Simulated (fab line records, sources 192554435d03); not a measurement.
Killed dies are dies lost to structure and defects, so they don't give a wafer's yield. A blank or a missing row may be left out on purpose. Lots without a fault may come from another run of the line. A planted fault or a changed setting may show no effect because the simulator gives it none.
fab line records | flow n5_finfet
record lots=6 wafers=18 last_day=17
route steps=1938 shown BEOL_M4@1058
lots that met no fault: from a run of the same line without faults
start_h: hours from the record's first day to the start of the lot's first wafer shown | wait_h: hours since the lot's step before | " the same as in the row above | L1.1+2: a row that stands for several wafers | - no value, or no start given | * or withheld: withheld | < > ~ a bound
route shown NAME@n: a module of which the file shows steps, and the number in the route of the first | usual: mean/standard deviation of fault-free wafers | same: alike in all rows | chamber/n: place in a boat | sites: the reading at each site | _std_site: their standard deviation | _edge_site: outer sites' mean less inner sites' | radius_mm: how far each site lies from the wafer's centre | mask NAME#n: copy n | behind: the tool/chamber that last shaped the wafer | hold: why the lot was held/for how many hours/how that ended | device: the transistor (n, p or np) that didn't switch | end of line: the same wafers' tests at the end of the route | a step without rows: its recipe alone | killed: dies lost to structure and defects at the first sort, not the wafer's yield | map: a wafer's dies, x killed, . not, _ none there
set.NAME: the setting as run; set.NAME@STEP: as run at that earlier step | model.NAME: the simulator's own value behind a step, which no gauge read
lots at some steps of the route; a table a step, a row a wafer
services: from which hour (start_h, from the record's first day; less than 0 if before it) a tool's chamber was out of use, for how many hours, and why
## steps
# step N5_BEOL_M4_INSPECT_30
# recipe mode=adi inspect_instrument=brightfield
# usual raw_defect_count=413/87
# columns lot.wafer tool chamber start_h wait_h raw_defect_count
L910.2 defect_inspect-02 - 160.87 0.0 390
L910.4 " - " " 421
L910.6 " - " " 377
L912.2 defect_inspect-02 - 189.33 0.0 310
L912.3 " - " " 435
L912.4 " - " " 347
L918.2 defect_inspect-02 - 220.78 0.0 473
L918.4 " - " " 407
L918.6 " - " " 428
L920.1 defect_inspect-01 - 232.80 0.1 376
L920.3 " - " " 376
L920.6 " - " " 308
L926.1 defect_inspect-01 - 269.87 0.1 514
L926.2 " - " " 429
L926.3 " - " " 460
L928.2 defect_inspect-01 - 278.97 0.2 531
L928.3 " - " " 637
L928.6 " - " " 515
# step N5_BEOL_M4_DESCUM_33
# recipe chemistry=O2 time_s=7 source_power_w=50 bias_power_w=20 pressure_mtorr=20 rf_frequency_hz=2.712e+07 temp_c=40 resist=CAR-EUV o2_flow_sccm=225
# usual drypump_motor_current_A=5.6/0.53 oes_product_au=0.80/0.08 rf_fwd_power_W=49.42/0.19 rf_vpp_V=243.3/1.5 showerhead_plenum_p_Torr=2.11/0.08 throttle_valve_pct=20.3/0.35
# columns lot.wafer tool chamber start_h wait_h drypump_motor_current_A oes_product_au rf_fwd_power_W rf_hours_counter_h rf_vpp_V showerhead_plenum_p_Torr throttle_valve_pct
L910.2 rie_diel-02 2 160.90 0.0 5.3 0.89 49.32 34 244.7 2.25 20.1
L910.4 " 3 " " 5.8 0.81 49.38 104 242.5 2.10 20.1
L910.6 " 3 " " 5.8 0.81 49.40 - 243.5 2.10 20.1
L912.2 rie_diel-06 1 189.40 0.1 5.1 0.66 49.55 258 241.1 2.05 20.4
L912.3 " 0 " " 5.0 0.88 49.49 58 246.8 2.22 20.1
L912.4 " 1 " " 5.1 0.66 49.46 - 241.3 2.05 20.4
L918.2 rie_diel-02 0 221.53 0.7 5.7 0.82 49.72 85 242.4 2.03 20.1
L918.4 " 3 " " 5.8 0.80 49.12 127 242.1 2.09 20.1
L918.6 " 3 " " 5.8 0.79 49.15 - 243.2 2.09 20.1
L920.1 rie_diel-06 3 232.83 0.0 6.6 0.70 49.35 228 244.1 2.18 20.9
L920.3 " 0 " " 5.0 0.88 49.38 65 246.0 2.22 20.1
L920.6 " 0 " " 5.0 0.87 49.47 - 245.2 2.22 20.1
L926.1 rie_diel-05 1 269.91 0.0 4.8 0.84 49.30 54 242.8 2.04 19.8
L926.2 " 2 " " 5.6 0.75 49.25 147 242.7 2.09 20.4
L926.3 " 3 " " 5.4 0.90 49.45 20 241.4 2.06 20.1
L928.2 rie_diel-02 0 279.00 0.0 5.7 0.79 49.28 108 242.4 2.03 20.2
L928.3 " 2 " " 5.3 0.84 49.49 74 245.6 2.23 20.1
L928.6 " 0 " " 5.7 0.81 49.39 - 241.5 2.03 20.2
# step N5_BEOL_M4_ETCH_77
# recipe chemistry=N2/H2 target=underlayer target_depth_a=65 mask_material=CAR-EUV time_s=5.2 ion_energy_ev=200 pressure_mtorr=30 source_w=840 bias_w=150 n2_flow_sccm=200 h2_flow_sccm=200 ends=cleared
# usual bias_w=150.1/0.48 drypump_motor_current_A=5.6/0.53 etch_rf_on_time_s=5.22/0.13 h2_flow_sccm=199.9/0.6 oes_product_au=0.68/0.07 rf_fwd_power_W=819.6/2.1 rf_vpp_V=524.2/2.8 showerhead_plenum_p_Torr=2.55/0.092 throttle_valve_pct=17.7/0.31
# columns lot.wafer tool chamber start_h wait_h bias_w drypump_motor_current_A etch_rf_on_time_s h2_flow_sccm oes_product_au rf_fwd_power_W rf_hours_counter_h rf_vpp_V showerhead_plenum_p_Torr throttle_valve_pct
L910.2 rie_diel-02 2 160.94 0.0 150.5 5.4 5.30 198.9 0.76 816.5 34 528.2 2.69 17.3
L910.4 " 3 " " 150.1 5.8 5.19 199.8 0.68 819.5 104 524.5 2.57 17.7
L910.6 " 3 " " 150.6 5.8 5.21 200.9 0.68 823.0 - 523.9 2.57 17.7
L912.2 rie_diel-06 1 189.44 0.0 150.2 5.1 5.06 201.2 0.57 817.7 258 522.7 2.50 17.8
L912.3 " 0 " " 150.5 5.0 5.05 200.8 0.77 817.2 58 527.7 2.70 17.5
L912.4 " 1 " " 149.9 5.1 5.03 201.1 0.58 818.3 - 523.7 2.50 17.8
L918.2 rie_diel-02 0 221.56 0.0 149.9 5.7 5.09 200.6 0.70 819.0 85 522.3 2.46 17.4
L918.4 " 3 " " 150.1 5.8 5.24 199.1 0.67 819.8 127 524.1 2.56 17.7
L918.6 " 3 " " 149.8 5.8 5.22 198.6 0.66 818.9 - 523.4 2.56 17.7
L920.1 rie_diel-06 3 232.87 0.0 150.5 6.7 5.35 198.9 0.60 819.3 228 526.3 2.60 18.0
L920.3 " 0 " " 149.7 5.0 5.06 199.2 0.76 818.0 65 527.5 2.69 17.5
L920.6 " 0 " " 150.6 5.0 5.05 200.0 0.74 817.1 - 527.3 2.69 17.5
L926.1 rie_diel-05 1 269.94 0.0 151.0 4.8 5.27 199.6 0.72 814.8 54 523.4 2.48 17.2
L926.2 " 2 " " 149.3 5.6 5.36 200.1 0.65 816.4 147 525.2 2.54 17.8
L926.3 " 3 " " 150.5 5.4 5.37 200.1 0.77 821.8 20 522.9 2.50 17.5
L928.2 rie_diel-02 0 279.03 0.0 149.8 5.7 5.10 200.3 0.68 821.3 108 523.3 2.45 17.4
L928.3 " 2 " " 151.0 5.4 5.34 200.3 0.71 823.8 74 528.0 2.68 17.4
L928.6 " 0 " " 150.5 5.7 5.11 199.6 0.67 820.7 - 520.3 2.45 17.4
# step N5_BEOL_M4_ETCH_69
# recipe chemistry=CF4 target=SiARC target_depth_a=156 mask_material=CAR-EUV time_s=26 ion_energy_ev=80 pressure_mtorr=40 source_w=545 bias_w=36 Ar_flow_sccm=100 cf4_flow_sccm=100 ends=cleared
# step N5_BEOL_M4_ALD_98
# recipe material=SiO2 target_thk_a=25 temp_c=100 ald_precursor_family=BDEAS ald_co_reactant=O2-plasma pulse_time_s=1 co_reactant_pulse_time_s=1 purge_time_s=2 co_reactant_purge_time_s=2 ald_cycles=17 pressure_torr=2
# usual heater_power_w=72/10 precursor_pulse_height_rel=0.999/0.019 susceptor_temp_C=99.99/0.13
# columns lot.wafer tool chamber start_h wait_h heater_power_w precursor_pulse_height_rel susceptor_temp_C
L910.2 ald_sin-02 0 161.48 0.5 82 1.008 99.98
L910.4 " 3 " " 79 1.011 99.94
L910.6 " 0 " " 82 1.008 99.90
L912.2 ald_sin-02 1 189.64 0.2 64 0.979 99.94
L912.3 " 0 " " 82 0.990 99.96
L912.4 " 2 " " 79 1.021 99.92
L918.2 ald_sin-03 0 221.91 0.3 75 1.009 99.83
L918.4 " 1 " " 73 0.978 99.96
L918.6 " 3 " " 66 0.996 100.07
L920.1 ald_sin-03 1 233.20 0.3 74 0.951 99.88
L920.3 " 2 " " 51 0.995 99.92
L920.6 " 1 " " 73 0.964 100.02
L926.1 ald_sin-03 3 270.06 0.1 69 0.993 99.96
L926.2 " 0 " " 78 0.991 100.03
L926.3 " 2 " " 51 0.952 100.04
L928.2 ald_sin-03 3 280.23 1.1 68 1.013 99.84
L928.3 " 0 " " 76 1.020 99.89
L928.6 " 1 " " 73 1.007 99.95
# step N5_BEOL_M4_ETCHBACK_99
# recipe chemistry=CHF3 target=SiO2 target_depth_a=50 time_s=10.4 source_w=215 bias_w=47 Ar_flow_sccm=200 CHF3_flow_sccm=12 ion_energy_ev=100 pressure_mtorr=30
# step N5_BEOL_M4_ETCH_70
# recipe chemistry=N2/H2 target=SOC target_depth_a=800 overetch_a=240 mask_material=SiARC temp_c=40 time_s=130 ion_energy_ev=200 pressure_mtorr=30 source_w=840 bias_w=150 n2_flow_sccm=200 h2_flow_sccm=200
# step N5_BEOL_M4_STRIP_71
# recipe chemistry=N2/H2 temp_c=40 n2_flow_sccm=200 h2_flow_sccm=200 rf_frequency_hz=6e+07
# step N5_BEOL_M4_STRIP_78
# recipe chemistry=N2/H2 temp_c=40 n2_flow_sccm=200 h2_flow_sccm=200 rf_frequency_hz=6e+07
# step N5_BEOL_M4_VIA_ETCH_34
# recipe chemistry=C4F6/O2 target_depth_a=694 mask_material=SOC pressure_mtorr=15 ion_energy_ev=250 taper_deg=4 time_s=65.9 source_w=350 bias_w=170 Ar_flow_sccm=300 C4F6_flow_sccm=10 O2_flow_sccm=10
# usual bias_w=170.0/0.49 drypump_motor_current_A=5.5/0.51 oes_f_703_au=0.81/0.086 oes_product_au=0.80/0.083 rf_fwd_power_W=347.1/1.1 rf_vpp_V=665/16 showerhead_plenum_p_Torr=2.85/0.084 throttle_valve_pct=30.5/0.37
# columns lot.wafer tool chamber start_h wait_h bias_w drypump_motor_current_A oes_f_703_au oes_product_au rf_fwd_power_W rf_hours_counter_h rf_vpp_V showerhead_plenum_p_Torr throttle_valve_pct
L910.2 rie_diel-05 3 173.77 0.0 169.3 5.4 0.69 0.68 346.6 240 667 2.82 30.9
L910.4 " 0 " " 169.6 5.3 0.78 0.80 346.9 99 653 2.78 30.8
L910.6 " 0 " " 168.5 5.2 0.78 0.79 348.5 - 654 2.78 30.8
L912.2 rie_diel-05 3 190.40 0.0 169.4 5.4 0.68 0.68 347.2 246 666 2.82 30.9
L912.3 " 2 " " 170.3 5.6 0.78 0.78 347.6 111 671 2.88 30.8
L912.4 " 1 " " 169.4 4.9 0.95 0.92 344.3 18 645 2.78 29.9
L918.2 rie_diel-05 2 222.35 0.0 170.8 5.6 0.77 0.76 346.7 129 672 2.87 30.8
L918.4 " 0 " " 170.3 5.3 0.75 0.78 348.3 124 651 2.77 30.8
L918.6 " 1 " " 169.5 4.9 0.90 0.88 345.8 - 648 2.77 29.9
L920.1 rie_diel-05 2 237.14 0.0 169.9 5.6 0.76 0.75 347.0 135 671 2.87 30.9
L920.3 " 3 " " 170.7 5.4 0.93 0.94 347.3 8 667 2.81 30.6
L920.6 " 1 " " 170.0 4.9 0.91 0.87 347.3 - 645 2.77 29.9
L926.1 rie_diel-02 3 284.80 0.0 169.9 5.8 0.77 0.76 345.2 151 657 2.84 30.5
L926.2 " 2 " " 170.9 5.3 0.84 0.83 346.1 77 695 2.96 30.0
L926.3 " 0 " " 170.0 5.7 0.79 0.79 348.4 111 667 2.76 30.6
L928.2 rie_diel-02 2 285.24 0.0 169.5 5.3 0.83 0.83 347.0 77 695 2.96 30.0
L928.3 " 3 " " 170.4 5.8 0.76 0.76 346.2 152 655 2.84 30.5
L928.6 " 2 " " 170.7 5.4 0.83 0.83 347.2 - 695 2.96 30.0
# step N5_BEOL_M4_STRIP_83
# recipe chemistry=C4F6/O2 resist=SiARC rf_frequency_hz=6e+07
# step N5_BEOL_M4_STRIP_36
# recipe chemistry=N2/H2 power_w=450 temp_c=40 pressure_mtorr=20 rf_frequency_hz=6e+07 overash_fraction=0.3 bias_power_w=7 h2_frac=0.5 n2_flow_sccm=200 h2_flow_sccm=200
# step N5_BEOL_M4_TRENCH_ETCH_37
# recipe chemistry=C4F6/O2 target_depth_a=555.55 target=SiOC time_s=29.2 ion_energy_ev=250 pressure_mtorr=30 source_w=355 bias_w=185 Ar_flow_sccm=300 C4F6_flow_sccm=10 O2_flow_sccm=10
# usual bias_w=185.0/0.53 drypump_motor_current_A=5.5/0.51 oes_f_703_au=0.81/0.086 oes_product_au=0.80/0.081 rf_fwd_power_W=350.3/1.6 rf_vpp_V=665/16 showerhead_plenum_p_Torr=2.85/0.084 throttle_valve_pct=20.7/0.32
# columns lot.wafer tool chamber start_h wait_h bias_w drypump_motor_current_A oes_f_703_au oes_product_au rf_fwd_power_W rf_hours_counter_h rf_vpp_V showerhead_plenum_p_Torr throttle_valve_pct
L910.2 rie_diel-05 3 173.87 - 184.3 5.4 0.68 0.68 349.3 240 666 2.82 20.9
L910.4 " 0 " " 185.0 5.3 0.78 0.80 353.9 99 653 2.78 20.7
L910.6 " 0 " " 185.1 5.3 0.78 0.79 352.8 - 653 2.78 20.7
L912.2 rie_diel-05 3 190.50 - 185.4 5.3 0.68 0.67 348.8 246 667 2.82 20.9
L912.3 " 2 " " 183.7 5.6 0.79 0.77 348.8 111 671 2.88 20.9
L912.4 " 1 " " 184.5 4.9 0.94 0.91 346.6 18 646 2.78 20.1
L918.2 rie_diel-05 2 222.45 - 193.8 5.6 0.77 0.77 348.7 129 698 2.87 20.9
L918.4 " 0 " " 185.4 5.3 0.75 0.77 348.9 124 652 2.77 20.7
L918.6 " 1 " " 185.0 4.8 0.91 0.87 348.3 - 645 2.77 20.2
L920.1 rie_diel-05 2 237.25 - 194.1 5.6 0.76 0.77 348.1 135 698 2.87 20.9
L920.3 " 3 " " 185.4 5.4 0.93 0.93 349.3 8 667 2.82 20.6
L920.6 " 1 " " 184.7 4.9 0.90 0.87 348.9 - 646 2.77 20.2
L926.1 rie_diel-02 3 284.90 - 185.2 5.8 0.76 0.77 350.0 152 654 2.84 20.7
L926.2 " 2 " " 184.3 5.4 0.83 0.84 351.3 77 697 2.97 20.2
L926.3 " 0 " " 185.0 5.7 0.80 0.80 351.0 111 667 2.76 20.6
L928.2 rie_diel-02 2 285.34 - 184.9 5.3 0.83 0.83 350.2 77 698 2.97 20.2
L928.3 " 3 " " 184.8 5.8 0.76 0.76 349.5 152 656 2.84 20.7
L928.6 " 2 " " 185.0 5.3 0.82 0.83 350.4 - 696 2.97 20.2
# step N5_BEOL_M4_ETCH_41
# recipe chemistry=CH3F/O2 target=SiCN target_depth_a=299 taper_deg=2 time_s=52.5 ion_energy_ev=120 mask_material=TiN pressure_mtorr=30 source_w=395 bias_w=75 Ar_flow_sccm=150 CH3F_flow_sccm=30 O2_flow_sccm=20
# usual CH3F_flow_sccm=30.01/0.088 bias_w=75.01/0.25 drypump_motor_current_A=5.5/0.51 oes_product_au=0.80/0.082 rf_fwd_power_W=391.4/1.6 rf_vpp_V=297.2/1.5 showerhead_plenum_p_Torr=2.00/0.063 throttle_valve_pct=16.1/0.31
# columns lot.wafer tool chamber start_h wait_h CH3F_flow_sccm bias_w drypump_motor_current_A oes_product_au rf_fwd_power_W rf_hours_counter_h rf_vpp_V showerhead_plenum_p_Torr throttle_valve_pct
L910.2 rie_diel-05 3 - - 30.01 75.00 5.4 0.67 391.1 240 295.7 1.98 16.4
L910.4 " 0 " " 30.10 74.60 5.2 0.79 390.4 99 295.0 1.95 16.1
L910.6 " 0 " " 30.09 74.79 5.2 0.79 390.9 - 296.6 1.95 16.1
L912.2 rie_diel-05 3 - - 30.09 74.76 5.4 0.68 390.5 246 298.0 1.98 16.4
L912.3 " 2 " " 30.01 75.29 5.6 0.78 390.3 111 297.7 2.02 16.3
L912.4 " 1 " " 29.96 75.38 4.9 0.91 388.5 18 296.1 1.95 15.6
L918.2 rie_diel-05 2 - - 29.96 74.82 5.6 0.77 392.2 129 296.3 2.02 16.3
L918.4 " 0 " " 30.03 74.94 5.3 0.77 393.8 124 297.0 1.95 16.2
L918.6 " 1 " " 30.01 75.12 4.9 0.87 389.4 - 297.0 1.95 15.7
L920.1 rie_diel-05 2 - - 30.04 74.67 5.6 0.76 390.9 135 298.4 2.02 16.3
L920.3 " 3 " " 29.84 74.91 5.4 0.93 391.9 8 296.8 1.98 15.9
L920.6 " 1 " " 30.09 75.37 4.8 0.87 388.9 - 296.1 1.94 15.7
L926.1 rie_diel-02 3 - - 30.08 74.89 5.8 0.76 390.8 152 297.2 2.00 16.2
L926.2 " 2 " " 30.23 75.07 5.3 0.84 392.7 77 299.9 2.09 15.8
L926.3 " 0 " " 30.05 75.39 5.7 0.79 391.4 111 296.3 1.94 16.0
L928.2 rie_diel-02 2 - - 30.08 74.80 5.3 0.84 392.0 77 299.2 2.09 15.8
L928.3 " 3 " " 30.06 74.71 5.8 0.77 391.5 152 297.2 2.00 16.2
L928.6 " 2 " " 30.00 74.74 5.3 0.83 391.1 - 299.3 2.09 15.8
# step N5_BEOL_M4_RC_MEAS_101
# usual DIBL_N=36.5/1.4 DIBL_P=36.6/1.9 IOFF_N=0.167/0.029 IOFF_P=0.21/0.033 ION_N=674/12 ION_P=460/8.9 SS_N=71.6/0.57 SS_P=73.4/0.61 VT_N=249/3.3 VT_P=-250/3.3
# columns lot.wafer tool chamber start_h wait_h DIBL_N[mV/V] DIBL_P[mV/V] IOFF_N[nA/um] IOFF_P[nA/um] ION_N[uA/um] ION_P[uA/um] SS_N[mV/dec] SS_P[mV/dec] VT_N[mV] VT_P[mV]
L910.2 prober-02 0 178.52 0.2 37.4 37.6 0.212 0.22 686 465 71.4 73.6 242 -249
L910.4 " 0 " " 39.0 39.3 0.233 0.27 683 462 72.7 74.2 242 -247
L910.6 " 0 " " 35.4 35.3 0.149 0.19 661 456 71.3 73.7 250 -251
L912.2 prober-02 0 195.42 0.2 35.0 33.0 0.131 0.19 672 462 71.1 72.6 252 -250
L912.3 " 0 " " 36.2 33.4 0.149 0.20 666 459 71.5 72.4 252 -249
L912.4 " 0 " " 37.0 34.7 0.172 0.22 667 463 71.5 72.8 244 -248
L918.2 prober-02 0 226.41 0.2 37.5 38.8 0.177 0.20 677 454 71.9 73.4 249 -252
L918.4 " 0 " " 37.6 39.1 0.172 0.20 671 453 71.9 73.3 250 -253
L918.6 " 0 " " 37.1 38.3 0.155 0.18 677 451 72.5 73.8 252 -253
L920.1 prober-02 0 242.09 0.0 36.9 36.7 0.161 0.17 668 449 71.9 73.6 248 -255
L920.3 " 0 " " 36.3 36.1 0.164 0.17 669 452 70.9 72.8 246 -253
L920.6 " 0 " " 37.2 37.6 0.186 0.19 674 450 71.9 74.1 244 -253
L926.1 prober-01 0 289.23 0.0 36.2 35.8 0.151 0.19 667 455 72.2 73.4 252 -252
L926.2 " 0 " " 38.6 39.5 0.195 0.25 667 460 72.0 74.2 248 -249
L926.3 " 0 " " 38.4 38.6 0.184 0.23 688 466 71.4 73.7 249 -250
L928.2 prober-02 0 289.73 0.2 34.5 34.1 0.130 0.17 665 452 71.2 73.4 254 -255
L928.3 " 0 " " 34.9 34.9 0.131 0.19 664 461 70.8 73.2 257 -253
L928.6 " 0 " " 34.6 33.9 0.125 0.17 663 449 71.4 73.2 257 -255
## services
# columns tool chamber start_h hours kind
rie_diel-02 0 151.41 1.6 repair
rie_diel-06 2 168.37 33.9 repair
ald_sin-03 3 187.19 13.1 repair
rie_diel-06 - 195.13 28.1 pm
rie_diel-05 3 198.03 - clean
rie_diel-05 3 198.03 - consumable_replace:focus_ring
rie_diel-05 3 198.03 19.4 scheduled_down
rie_diel-05 3 198.03 19.4 vent_cycle
rie_diel-06 1 223.23 - clean
rie_diel-06 1 223.23 - consumable_replace:focus_ring
rie_diel-06 1 223.23 18.1 scheduled_down
rie_diel-06 1 223.23 18.1 vent_cycle
rie_diel-05 - 250.18 0.4 repair
rie_diel-02 1 268.76 - clean
rie_diel-02 1 268.76 - consumable_replace:focus_ring
rie_diel-02 1 268.76 20.5 scheduled_down
rie_diel-02 1 268.76 20.5 vent_cycle
ald_sin-02 2 273.25 5.9 repair
rie_diel-06 2 280.14 - clean
rie_diel-06 2 280.14 - consumable_replace:focus_ring
rie_diel-06 2 280.14 - consumable_replace:showerhead
rie_diel-06 2 280.14 20.4 scheduled_down
rie_diel-06 2 280.14 20.4 vent_cycle
## key
first_sign step=N5_BEOL_M4_TRENCH_ETCH_37 reading=bias_w direction=up sigmas=17 usual=* struck=*
effect none on later readings
met_at N5_BEOL_M4_TRENCH_ETCH_37
struck_wafers L918.2,L920.1
onset_between 190.50 222.45
fault kind=process_parameter_drift tool=rie_diel-05 chamber=2 onset_h=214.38 steps=N5_BEOL_M4_TRENCH_ETCH_37 channel=bias_w offset=* shape=step end_h=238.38 acts_in=* stated=*
